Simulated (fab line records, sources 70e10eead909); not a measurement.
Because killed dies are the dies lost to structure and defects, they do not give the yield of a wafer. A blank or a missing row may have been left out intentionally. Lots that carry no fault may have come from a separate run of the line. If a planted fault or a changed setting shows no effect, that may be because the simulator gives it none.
fab line records    flow nandHarc
[record] lots = 6  wafers = 18  lastDay = 33
route steps=1302 shown P_M0@256 END@1302
lots that met no fault: from a run of the same line without faults
startH: hours from the record's opening day to when the first of the lot's shown wafers began    waitH: time in hours since the lot's previous step    " repeats the value in the row above    L1.1+2: several wafers, shown together as one row    - either no value or no given start    * or withheld: withheld    < > ~ a bound
route shown NAME@n: NAME is a module with steps in the file, n the number in the route of the first one    usual: mean/standard deviation of fault-free wafers    same: alike in all rows    chamber/n: place in a boat    sites: readings site by site    _std_site: their standard deviation    _edge_site: mean of outer sites minus mean of inner sites    radiusMm: how far each site lies from the wafer's centre    mask NAME#n: copy n    behind: the last tool/chamber to shape the wafer    hold: reason for holding the lot/hours on hold/outcome of the hold    device: whichever transistor did not switch (one of n, p or np)    end of line: the route-end tests of the same wafers    a step without rows: its recipe alone    killed: not the wafer's yield, but the dies lost to structure and defects at the first sort    map: the dies of a wafer, with x for killed, . for not killed, _ for no die there
set.NAME: the setting the step ran with; set.NAME@STEP: the setting that earlier step ran with    model.NAME: the simulator's own value behind a step, which no gauge read
certain route steps with their lots: each step a table, each wafer a row
services: a tool's chamber out of use, with start hour (startH, from the record's first day; less than 0 if before it), hours out, and reason
[[steps]]
[step NHARC_P_M0_COAT_33]
[recipe] tempC = 200  timeS = 65
[step NHARC_P_M0_COAT_03]
[recipe] spinRpm = 1500  resistThkNm = 90
[step NHARC_P_M0_SOFTBAKE_04]
[recipe] tempC = 105  timeS = 55
[step NHARC_P_M0_EBR_05]
[step NHARC_P_M0_EXPOSE_06]
[recipe] na = 1.35  targetCdNm = 90  doseMj = 81.28  maskId = P_M0
[step NHARC_P_M0_PEB_07]
[recipe] pebTempC = 100  pebTimeS = 65
[step NHARC_P_M0_DEVELOP_08]
[recipe] developTimeS = 35  devTempC = 23
[step NHARC_P_M0_CD_MEAS_09]
[recipe] targetCdNm = 90  landingEnergyEv = 500
[usual] cdNm = 89.7/0.85
lot.wafer  tool      chamber  startH  waitH  cdNm
L858.1     cdSem-02  0        188.19  -      90.2
L858.2     "         0        "       "      90.4
L858.3     "         0        "       "      91.6
L859.1     cdSem-01  0        189.00  -      88.7
L859.3     "         0        "       "      89.4
L859.4     "         0        "       "      88.9
L862.1     cdSem-01  0        228.00  -      89.4
L862.4     "         0        "       "      91.0
L862.5     "         0        "       "      89.5
L869.4     cdSem-01  0        300.33  -      89.6
L869.5     "         0        "       "      89.9
L869.6     "         0        "       "      89.6
L873.1     cdSem-01  0        329.47  -      89.2
L873.2     "         0        "       "      89.0
L873.5     "         0        "       "      89.0
L875.1     cdSem-03  0        347.63  -      90.6
L875.3     "         0        "       "      90.1
L875.4     "         0        "       "      90.0
[step NHARC_P_M0_OVL_MEAS_10]
[recipe] pitchNm = 180
[usual] overlayXNm = -0.1/0.83  overlayYNm = 0.3/0.81
lot.wafer  tool        chamber  startH  waitH  overlayXNm  overlayYNm
L858.1     overlay-01  -        188.28  -      -0.9        -0.1
L858.2     "           -        "       "      -0.8        -0.5
L858.3     "           -        "       "      -0.4        -0.1
L859.1     overlay-02  -        189.10  -      -1.2        1.0
L859.3     "           -        "       "      -1.4        1.4
L859.4     "           -        "       "      -1.1        1.6
L862.1     overlay-02  -        228.08  -      -0.4        0.0
L862.4     "           -        "       "      0.2         0.2
L862.5     "           -        "       "      -0.1        0.3
L869.4     overlay-01  -        300.42  -      0.3         0.7
L869.5     "           -        "       "      0.1         0.0
L869.6     "           -        "       "      -0.1        0.3
L873.1     overlay-01  -        329.56  -      0.2         0.1
L873.2     "           -        "       "      -0.4        0.0
L873.5     "           -        "       "      -0.2        -0.3
L875.1     overlay-01  -        347.72  -      -0.4        -0.1
L875.3     "           -        "       "      -0.9        -0.3
L875.4     "           -        "       "      -0.5        -0.2
[step NHARC_P_M0_INSPECT_11]
[usual] rawDefectCount = 4.5/2.5
lot.wafer  tool              chamber  startH  waitH  rawDefectCount
L858.1     defectInspect-02  -        188.31  0.0    2
L858.2     "                 -        "       "      2
L858.3     "                 -        "       "      1
L859.1     defectInspect-02  -        189.14  0.0    3
L859.3     "                 -        "       "      4
L859.4     "                 -        "       "      2
L862.1     defectInspect-01  -        228.12  0.0    4
L862.4     "                 -        "       "      3
L862.5     "                 -        "       "      1
L869.4     defectInspect-01  -        300.45  0.0    2
L869.5     "                 -        "       "      4
L869.6     "                 -        "       "      9
L873.1     defectInspect-01  -        329.60  0.0    5
L873.2     "                 -        "       "      6
L873.5     "                 -        "       "      3
L875.1     defectInspect-01  -        347.75  0.0    3
L875.3     "                 -        "       "      5
L875.4     "                 -        "       "      4
[step NHARC_P_M0_DESCUM_14]
[recipe] timeS = 3  o2FlowSccm = 200  arFlowSccm = 0  biasPowerW = 0  chemistry = O2
[usual] chamberPressureMTorr = 59.99/0.05  drypumpMotorCurrentA = 5.7/0.48  oesProductAu = 1.000/0.012  rfVppV = 57.9/0.91  showerheadPlenumPTorr = 1.91/0.092  throttleValvePct = 11.310/0.009
[same] timeS = 3
lot.wafer  tool        chamber  startH  waitH  chamberPressureMTorr  drypumpMotorCurrentA  oesProductAu  rfHoursCounterH  rfVppV  showerheadPlenumPTorr  throttleValvePct
L858.2     rieDiel-10  2        188.38  0.1    59.95                 4.8                   0.998         34               59.0    1.86                   11.308
L858.1     "           0        "       "      59.96                 6.0                   1.005         40               58.0    1.78                   11.323
L858.3     "           1        "       "      60.04                 5.9                   0.994         35               57.1    1.81                   11.307
L859.4     rieDiel-10  1        189.20  0.1    59.93                 5.9                   0.989         35               57.4    1.81                   11.313
L859.3     "           2        "       "      59.90                 4.8                   0.991         34               56.1    1.86                   11.324
L859.1     "           3        "       "      60.02                 5.0                   0.987         39               56.6    1.87                   11.298
L862.4     rieDiel-10  3        228.18  0.1    60.01                 5.0                   0.999         54               58.0    1.86                   11.309
L862.1     "           2        "       "      59.94                 4.8                   1.006         50               57.3    1.86                   11.302
L862.5     "           3        "       "      60.05                 5.0                   0.998         -                58.3    1.86                   11.300
L869.4     rieDiel-03  2        300.54  0.1    60.13                 6.2                   1.015         3                59.5    1.97                   11.310
L869.6     "           3        "       "      60.03                 5.9                   0.981         -                57.5    2.03                   11.313
L869.5     "           0        "       "      60.00                 5.5                   1.002         -                58.5    1.83                   11.307
L873.2     rieDiel-03  2        329.67  0.1    59.98                 6.2                   1.010         7                58.2    1.97                   11.307
L873.1     "           3        "       "      60.05                 5.9                   0.983         7                58.2    2.02                   11.323
L873.5     "           1        "       "      59.93                 6.2                   1.006         -                58.5    1.84                   11.309
L875.3     rieDiel-03  3        347.82  0.1    59.98                 5.9                   0.990         10               58.7    2.02                   11.314
L875.1     "           1        "       "      60.04                 6.2                   1.002         10               57.0    1.84                   11.318
L875.4     "           2        "       "      59.96                 6.2                   1.020         9                57.2    1.97                   11.325
[step NHARC_P_M0_ETCH_34]
[recipe] targetDepthA = 400  overetchA = 120  timeS = 43.94  ionEnergyEv = 200  n2FlowSccm = 150  h2FlowSccm = 150  arFlowSccm = 0  rfW = 400  biasW = 150  chemistry = N2/H2
[usual] chamberPressureMTorr = 29.99/0.044  drypumpMotorCurrentA = 5.7/0.47  oesProductAu = 1.001/0.013  rfVppV = 430.8/2.9  runLengthS = 65.2/0.47  showerheadPlenumPTorr = 2.04/0.1  throttleValvePct = 14.171/0.0083
[same] timeS = 43.94
lot.wafer  tool        chamber  startH  waitH  chamberPressureMTorr  drypumpMotorCurrentA  oesProductAu  rfHoursCounterH  rfVppV  runLengthS  showerheadPlenumPTorr  throttleValvePct
L858.1     rieDiel-10  1        188.46  0.1    30.01                 5.9                   1.001         35               426.5   65.7        1.93                   14.153
L858.2     "           2        "       "      30.00                 4.8                   1.003         34               429.2   65.7        1.98                   14.162
L858.3     "           3        "       "      29.98                 5.0                   0.996         39               428.4   65.0        1.99                   14.169
L859.4     rieDiel-10  3        189.29  0.1    29.98                 5.0                   0.989         39               429.4   64.7        1.99                   14.170
L859.3     "           0        "       "      29.97                 6.0                   1.011         40               426.6   65.4        1.89                   14.160
L859.1     "           2        "       "      30.00                 4.8                   1.009         34               429.7   66.0        1.98                   14.177
L862.1     rieDiel-10  1        228.27  0.1    30.00                 5.9                   0.991         52               427.1   65.3        1.92                   14.190
L862.4     "           2        "       "      30.01                 4.8                   1.003         50               429.4   65.8        1.98                   14.179
L862.5     "           2        "       "      30.04                 4.8                   1.011         -                429.8   65.7        1.98                   14.174
L869.4     rieDiel-03  2        300.60  0.1    30.00                 6.2                   1.022         3                433.1   64.6        2.11                   14.161
L869.6     "           1        "       "      29.98                 6.2                   1.016         -                428.2   64.9        1.96                   14.189
L869.5     "           2        "       "      29.95                 6.3                   1.023         -                433.8   64.8        2.11                   14.168
L873.2     rieDiel-03  1        329.74  0.1    30.01                 6.2                   1.014         8                428.3   64.9        1.96                   14.175
L873.1     "           2        "       "      30.01                 6.2                   1.019         7                433.2   65.2        2.10                   14.169
L873.5     "           1        "       "      29.99                 6.2                   1.009         -                427.8   65.0        1.96                   14.163
L875.3     rieDiel-03  2        347.92  0.1    30.01                 6.2                   1.008         9                430.3   65.4        2.10                   14.177
L875.1     "           3        "       "      29.95                 5.9                   1.000         10               434.7   64.7        2.16                   14.164
L875.4     "           0        "       "      30.02                 5.6                   1.006         10               428.3   65.8        1.94                   14.159
[step NHARC_P_M0_ETCH_15]
[recipe] targetDepthA = 1500  overetchA = 150  timeS = 82.5  c4f8FlowSccm = withheld  arFlowSccm = 400  rfW = 600  biasW = 300  chemistry = C4F8/Ar
[usual] chamberPressureMTorr = 24.997/0.022  oesProductAu = 0.961/0.02  rfVppV = 440.7/3  runLengthS = 103.8/0.49
lot.wafer  tool        chamber  startH  waitH  chamberPressureMTorr  oesProductAu  rfHoursCounterH  rfVppV  runLengthS
L858.3     rieDiel-10  0        188.55  -      25.017                0.988         40               435.6   104.2
L858.1     "           1        "       "      24.983                0.975         35               437.8   104.0
L858.2     "           2        "       "      24.999                0.962         34               439.0   105.2
L859.1     rieDiel-10  2        189.38  -      25.041                0.967         34               438.5   83.4
L859.4     "           3        "       "      25.024                0.971         39               440.2   82.4
L859.3     "           1        "       "      25.008                0.958         35               438.6   104.2
L862.4     rieDiel-10  2        228.36  -      25.011                0.933         50               437.6   84.0
L862.1     "           1        "       "      25.033                0.909         52               438.2   83.1
L862.5     "           3        "       "      24.990                0.930         -                438.7   103.8
L869.4     rieDiel-03  2        300.69  -      24.989                0.994         3                443.0   103.4
L869.6     "           1        "       "      25.018                0.984         -                438.1   103.3
L869.5     "           2        "       "      25.023                0.991         -                442.7   103.1
L873.2     rieDiel-03  1        329.84  -      24.922                0.977         8                438.2   103.6
L873.1     "           2        "       "      24.950                0.987         7                441.9   103.2
L873.5     "           1        "       "      24.971                0.968         -                438.0   103.8
L875.1     rieDiel-03  0        348.01  -      25.028                0.952         10               439.8   104.4
L875.4     "           1        "       "      25.028                0.952         10               438.3   103.7
L875.3     "           3        "       "      25.009                0.932         10               444.5   103.2
[step NHARC_P_M0_CD_MEAS_16]
[usual] cdNm = 89.7/1.1
lot.wafer  tool      chamber  startH  waitH  cdNm
L858.1     cdSem-03  -        188.67  -      90.2
L858.2     "         -        "       "      90.8
L858.3     "         -        "       "      91.8
L859.1     cdSem-02  -        189.51  -      88.4
L859.3     "         -        "       "      91.0
L859.4     "         -        "       "      89.4
L862.1     cdSem-01  -        228.48  -      89.9
L862.4     "         -        "       "      90.8
L862.5     "         -        "       "      89.8
L869.4     cdSem-03  -        300.82  -      89.2
L869.5     "         -        "       "      88.9
L869.6     "         -        "       "      89.2
L873.1     cdSem-03  -        329.95  -      88.5
L873.2     "         -        "       "      88.3
L873.5     "         -        "       "      88.6
L875.1     cdSem-02  -        348.14  -      90.5
L875.3     "         -        "       "      89.5
L875.4     "         -        "       "      88.8
[step NHARC_END_SORT_01]
[recipe] tempC = 25
[usual] defectLimitedYield = 90.9/2.6  killedAtArray = 57/18  killedAtOther = 0.8/1  killedAtPeriphery = 3.9/2.8  killedDies = 62/18  killedOpen = 3.4/1.8  killedShort = 2.2/1.6
[same] grossDies = 677
lot.wafer  tool       chamber  startH  waitH  defectLimitedYield[%]  killedAtArray  killedAtOther  killedAtPeriphery  killedDies  killedOpen  killedShort
L859.1     prober-01  0        622.44  2.5    0                      33             0              644                677         5           0
L859.3     prober-01  0        624.02  3.1    92.0                   48             1              5                  54          3           2
L859.4     prober-01  0        624.81  3.4    0                      28             2              647                677         4           1
L858.1     prober-01  0        630.16  2.5    91.4                   55             1              2                  58          5           2
L858.2     prober-01  0        630.96  2.8    91.7                   55             0              1                  56          3           1
L858.3     prober-01  0        631.77  3.1    90.8                   58             0              4                  62          5           1
L862.1     prober-01  0        669.11  2.5    0                      67             1              609                677         2           1
L862.4     prober-01  0        671.51  3.4    0                      64             1              612                677         3           2
L862.5     prober-01  0        672.31  3.7    91.9                   54             1              0                  55          3           2
L869.4     prober-02  0        751.25  3.3    93.5                   38             0              6                  44          4           3
L869.5     prober-02  0        752.04  3.6    93.6                   36             0              7                  43          3           2
L869.6     prober-02  0        752.82  3.9    92.2                   41             4              8                  53          4           1
L873.1     prober-01  0        782.21  2.5    93.9                   36             2              3                  41          4           2
L873.2     prober-01  0        782.99  2.8    92.2                   40             0              13                 53          6           5
L873.5     prober-01  0        785.34  3.6    93.2                   37             1              8                  46          1           3
L875.1     prober-02  0        794.12  2.5    87.6                   77             4              3                  84          5           2
L875.3     prober-02  0        795.70  3.1    87.6                   79             1              4                  84          3           2
L875.4     prober-02  0        796.49  3.4    86.3                   89             1              3                  93          2           1
// killed by level:class
L859.1 P_M0:areaEtch=642 A_SLIT:chamberFilmFlake=19 A_CHANNEL_HOLE_D2:chamberFilmFlake=4 A_CHANNEL_HOLE_D1:chamberFilmFlake=3 P_STI:geometricParticle:open=1 A_CHANNEL_FILL_D1:geometricParticle:open=1 A_DECK1_JOINT:geometricParticle:open=1 A_CHANNEL_HOLE_D2:geometricParticle:open=1
L859.3 A_SLIT:chamberFilmFlake=29 A_CHANNEL_HOLE_D2:chamberFilmFlake=9 A_DECK1_JOINT:geometricParticle:open=2 A_CHANNEL_HOLE_D1:chamberFilmFlake=2 A_CONTACT:chamberFilmFlake=2 P_CONTACT:geometricParticle:short=1 P_CONTACT:geometricParticle:open=1 A_CHANNEL_FILL_D1:geometricParticle:short=1
L859.4 P_M0:areaEtch=643 A_SLIT:chamberFilmFlake=13 A_CHANNEL_HOLE_D2:chamberFilmFlake=8 A_CHANNEL_HOLE_D1:chamberFilmFlake=3 THIN_TSV:chamberFilmFlake=2 P_GATE:geometricParticle:open=1 P_CONTACT:geometricParticle:short=1 A_CHANNEL_FILL_D2:geometricParticle:open=1
L858.1 A_CHANNEL_HOLE_D2:chamberFilmFlake=23 A_CHANNEL_HOLE_D1:chamberFilmFlake=18 A_CONTACT:chamberFilmFlake=3 A_CONTACT:geometricParticle:open=2 A_SLIT:chamberFilmFlake=2 P_CONTACT:geometricParticle:open=1 A_CHANNEL_FILL_D1:geometricParticle:short=1 A_WL_FILL:geometricParticle:open=1
L858.2 A_CHANNEL_HOLE_D2:chamberFilmFlake=25 A_CHANNEL_HOLE_D1:chamberFilmFlake=22 A_STAIRCASE:chamberFilmFlake=3 P_M1:geometricParticle:open=1 A_DECK1_JOINT:geometricParticle:short=1 A_CHANNEL_HOLE_D2:geometricParticle:open=1 A_M0:geometricParticle:open=1 A_ZERO_WELL:chamberFilmFlake=1
L858.3 A_CHANNEL_HOLE_D1:chamberFilmFlake=27 A_CHANNEL_HOLE_D2:chamberFilmFlake=22 A_STAIRCASE:chamberFilmFlake=4 P_M0:geometricParticle:open=1 P_M1:geometricParticle:open=1 A_CHANNEL_FILL_D1:geometricParticle:open=1 A_CHANNEL_HOLE_D2:geometricParticle:short=1 A_CHANNEL_HOLE_D2:geometricParticle:open=1
L862.1 P_M0:areaEtch=609 A_CHANNEL_HOLE_D1:chamberFilmFlake=37 A_CHANNEL_HOLE_D2:chamberFilmFlake=15 A_CONTACT:chamberFilmFlake=6 A_STAIRCASE:chamberFilmFlake=2 A_SLIT:chamberFilmFlake=2 A_CHANNEL_FILL_D2:geometricParticle:open=1 A_CHANNEL_FILL_D2:geometricParticle:short=1
L862.4 P_M0:areaEtch=610 A_CHANNEL_HOLE_D1:chamberFilmFlake=33 A_CHANNEL_HOLE_D2:chamberFilmFlake=17 A_WL_FILL:chamberFilmFlake=3 A_CONTACT:chamberFilmFlake=3 A_STAIRCASE:chamberFilmFlake=2 P_CONTACT:geometricParticle:open=1 A_ONON_D1:geometricParticle:open=1
L862.5 A_CHANNEL_HOLE_D1:chamberFilmFlake=33 A_CHANNEL_HOLE_D2:chamberFilmFlake=10 A_STAIRCASE:chamberFilmFlake=3 A_WL_FILL:chamberFilmFlake=2 A_CONTACT:chamberFilmFlake=2 A_DECK1_JOINT:geometricParticle:short=1 A_ONON_D2:geometricParticle:open=1 A_WL_FILL:geometricParticle:short=1
L869.4 A_CHANNEL_HOLE_D1:chamberFilmFlake=16 A_CONTACT:chamberFilmFlake=4 A_STAIRCASE:chamberFilmFlake=3 A_SLIT:chamberFilmFlake=3 A_M1:chamberFilmFlake=3 P_STI:chamberFilmFlake=2 P_M1:chamberFilmFlake=2 A_DECK1_JOINT:chamberFilmFlake=2
L869.5 A_CHANNEL_HOLE_D1:chamberFilmFlake=11 A_CONTACT:chamberFilmFlake=6 P_M1:chamberFilmFlake=5 A_STAIRCASE:chamberFilmFlake=4 A_SLIT:chamberFilmFlake=4 A_WL_FILL:geometricParticle:open=2 A_CHANNEL_FILL_D1:chamberFilmFlake=2 A_SGD_CUT:chamberFilmFlake=2
L869.6 A_CHANNEL_HOLE_D1:chamberFilmFlake=11 A_SLIT:chamberFilmFlake=7 A_CONTACT:chamberFilmFlake=7 P_GATE:chamberFilmFlake=5 THIN_TSV:chamberFilmFlake=4 A_STAIRCASE:chamberFilmFlake=3 A_WL_FILL:geometricParticle:open=2 P_STI:chamberFilmFlake=2
L873.1 A_CHANNEL_HOLE_D1:chamberFilmFlake=13 A_CONTACT:chamberFilmFlake=11 A_SLIT:chamberFilmFlake=4 A_ONON_D1:geometricParticle:open=1 A_ONON_D1:geometricParticle:short=1 A_CHANNEL_FILL_D1:geometricParticle:open=1 A_ONON_D2:geometricParticle:short=1 A_CHANNEL_FILL_D2:geometricParticle:open=1
L873.2 A_CHANNEL_HOLE_D1:chamberFilmFlake=15 A_SLIT:chamberFilmFlake=13 P_M1:chamberFilmFlake=3 A_CONTACT:chamberFilmFlake=3 P_CONTACT:geometricParticle:open=2 A_CHANNEL_FILL_D2:geometricParticle:short=2 A_BLC:geometricParticle:open=2 A_M0:geometricParticle:open=2
L873.5 A_CHANNEL_HOLE_D1:chamberFilmFlake=17 A_SLIT:chamberFilmFlake=8 A_CONTACT:chamberFilmFlake=5 P_M1:chamberFilmFlake=4 A_STAIRCASE:chamberFilmFlake=3 P_GATE:chamberFilmFlake=2 A_DECK1_JOINT:chamberFilmFlake=2 P_CONTACT:geometricParticle:open=1
L875.1 A_SLIT:chamberFilmFlake=24 A_CHANNEL_HOLE_D2:chamberFilmFlake=19 A_CHANNEL_HOLE_D1:chamberFilmFlake=9 A_CONTACT:chamberFilmFlake=7 A_CHANNEL_FILL_D2:chamberFilmFlake=4 THIN_TSV:chamberFilmFlake=4 A_CHANNEL_FILL_D1:chamberFilmFlake=3 A_STAIRCASE:chamberFilmFlake=3
L875.3 A_CHANNEL_HOLE_D2:chamberFilmFlake=32 A_SLIT:chamberFilmFlake=17 A_CHANNEL_HOLE_D1:chamberFilmFlake=12 A_CONTACT:chamberFilmFlake=7 A_STAIRCASE:chamberFilmFlake=3 P_ZERO_WELL:chamberFilmFlake=2 P_CONTACT:geometricParticle:open=1 A_CHANNEL_FILL_D1:geometricParticle:open=1
L875.4 A_SLIT:chamberFilmFlake=36 A_CHANNEL_HOLE_D2:chamberFilmFlake=23 A_CHANNEL_HOLE_D1:chamberFilmFlake=9 A_CONTACT:chamberFilmFlake=5 A_CHANNEL_FILL_D2:chamberFilmFlake=4 A_CHANNEL_FILL_D1:chamberFilmFlake=3 A_STAIRCASE:chamberFilmFlake=3 A_ZERO_WELL:chamberFilmFlake=2
// map L859.1 (x killed, . not)
____________x____________
_________xxxxxxx_________
_______xxxxxxxxxxx_______
______xxxxxxxxxxxxx______
_____xxxxxxxxxxxxxxx_____
____xxxxxxxxxxxxxxxxx____
____xxxxxxxxxxxxxxxxx____
___xxxxxxxxxxxxxxxxxxx___
___xxxxxxxxxxxxxxxxxxx___
__xxxxxxxxxxxxxxxxxxxxx__
__xxxxxxxxxxxxxxxxxxxxx__
_xxxxxxxxxxxxxxxxxxxxxxx_
_xxxxxxxxxxxxxxxxxxxxxxx_
_xxxxxxxxxxxxxxxxxxxxxxx_
_xxxxxxxxxxxxxxxxxxxxxxx_
_xxxxxxxxxxxxxxxxxxxxxxx_
xxxxxxxxxxxxxxxxxxxxxxxxx
xxxxxxxxxxxxxxxxxxxxxxxxx
xxxxxxxxxxxxxxxxxxxxxxxxx
xxxxxxxxxxxxxxxxxxxxxxxxx
xxxxxxxxxxxxxxxxxxxxxxxxx
_xxxxxxxxxxxxxxxxxxxxxxx_
_xxxxxxxxxxxxxxxxxxxxxxx_
_xxxxxxxxxxxxxxxxxxxxxxx_
_xxxxxxxxxxxxxxxxxxxxxxx_
_xxxxxxxxxxxxxxxxxxxxxxx_
__xxxxxxxxxxxxxxxxxxxxx__
__xxxxxxxxxxxxxxxxxxxxx__
___xxxxxxxxxxxxxxxxxxx___
___xxxxxxxxxxxxxxxxxxx___
____xxxxxxxxxxxxxxxxx____
____xxxxxxxxxxxxxxxxx____
_____xxxxxxxxxxxxxxx_____
______xxxxxxxxxxxxx______
_______xxxxxxxxxxx_______
_________xxxxxxx_________
____________x____________
// map L862.1 (x killed, . not)
____________x____________
_________xxxxxxx_________
_______xxxxxxxxxxx_______
______xxxxxxxxxxxxx______
_____xxxxxxxxxxxxxxx_____
____xxxxxxxxxxxxxxxxx____
____xxxxxxxxxxxxxxxxx____
___xxxxxxxxxxxxxxxxxxx___
___xxxxxxxxxxxxxxxxxxx___
__xxxxxxxxxxxxxxxxxxxxx__
__xxxxxxxxxxxxxxxxxxxxx__
_xxxxxxxxxxxxxxxxxxxxxxx_
_xxxxxxxxxxxxxxxxxxxxxxx_
_xxxxxxxxxxxxxxxxxxxxxxx_
_xxxxxxxxxxxxxxxxxxxxxxx_
_xxxxxxxxxxxxxxxxxxxxxxx_
xxxxxxxxxxxxxxxxxxxxxxxxx
xxxxxxxxxxxxxxxxxxxxxxxxx
xxxxxxxxxxxxxxxxxxxxxxxxx
xxxxxxxxxxxxxxxxxxxxxxxxx
xxxxxxxxxxxxxxxxxxxxxxxxx
_xxxxxxxxxxxxxxxxxxxxxxx_
_xxxxxxxxxxxxxxxxxxxxxxx_
_xxxxxxxxxxxxxxxxxxxxxxx_
_xxxxxxxxxxxxxxxxxxxxxxx_
_xxxxxxxxxxxxxxxxxxxxxxx_
__xxxxxxxxxxxxxxxxxxxxx__
__xxxxxxxxxxxxxxxxxxxxx__
___xxxxxxxxxxxxxxxxxxx___
___xxxxxxxxxxxxxxxxxxx___
____xxxxxxxxxxxxxxxxx____
____xxxxxxxxxxxxxxxxx____
_____xxxxxxxxxxxxxxx_____
______xxxxxxxxxxxxx______
_______xxxxxxxxxxx_______
_________xxxxxxx_________
____________x____________
[[services]]
tool        chamber  startH  hours  kind
rieDiel-10  0        173.81  -      clean
rieDiel-10  1        173.81  -      clean
rieDiel-10  2        173.81  -      clean
rieDiel-10  3        173.81  -      clean
rieDiel-10  -        175.08  1.0    repair
rieDiel-03  0        187.38  -      clean
rieDiel-03  1        187.38  -      clean
rieDiel-03  2        187.38  -      clean
rieDiel-03  3        187.38  -      clean
rieDiel-10  0        200.69  -      clean
rieDiel-10  1        200.69  -      clean
rieDiel-10  2        200.69  -      clean
rieDiel-10  3        200.69  -      clean
rieDiel-03  0        211.88  -      clean
rieDiel-03  1        211.88  -      clean
rieDiel-03  2        211.88  -      clean
rieDiel-03  3        211.88  -      clean
rieDiel-10  -        243.46  9.0    pm
rieDiel-03  2        250.37  1.3    repair
rieDiel-10  1        266.40  4.0    repair
rieDiel-03  -        281.30  9.0    pm
rieDiel-10  2        281.77  6.1    repair
rieDiel-03  2        306.05  3.9    repair
rieDiel-10  1        347.86  7.4    repair
[[key]]
[firstSign] step = NHARC_P_M0_ETCH_15  reading = runLengthS  direction = down  sigmas = 42  usual = *  struck = *
[effect] step = NHARC_END_SORT_01  reading = killedAtPeriphery  direction = up  sigmas = 99+  usual = 3.9  struck = 628
[moreKillsBornAt] NHARC_P_M0_ETCH_15@rieDiel-10 = 2504
metAt NHARC_P_M0_ETCH_15
struckWafers L859.1,L859.4,L862.1,L862.4
laterRowsLeftOut L859.1,L859.4,L862.1,L862.4
onsetBetween 188.55 189.38
[fault] kind = processParameterDrift  tool = rieDiel-10  chamber = -  onsetH = 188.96  steps = NHARC_P_M0_ETCH_15  channel = timeS  offset = *  shape = step  endH = 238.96  scope = struckWafersOnly  actsIn = *  stated = *
// laterRowsLeftOut: the simulator's readings of these wafers behind a module that went badly wrong aren't trusted and aren't shown, but for the sort
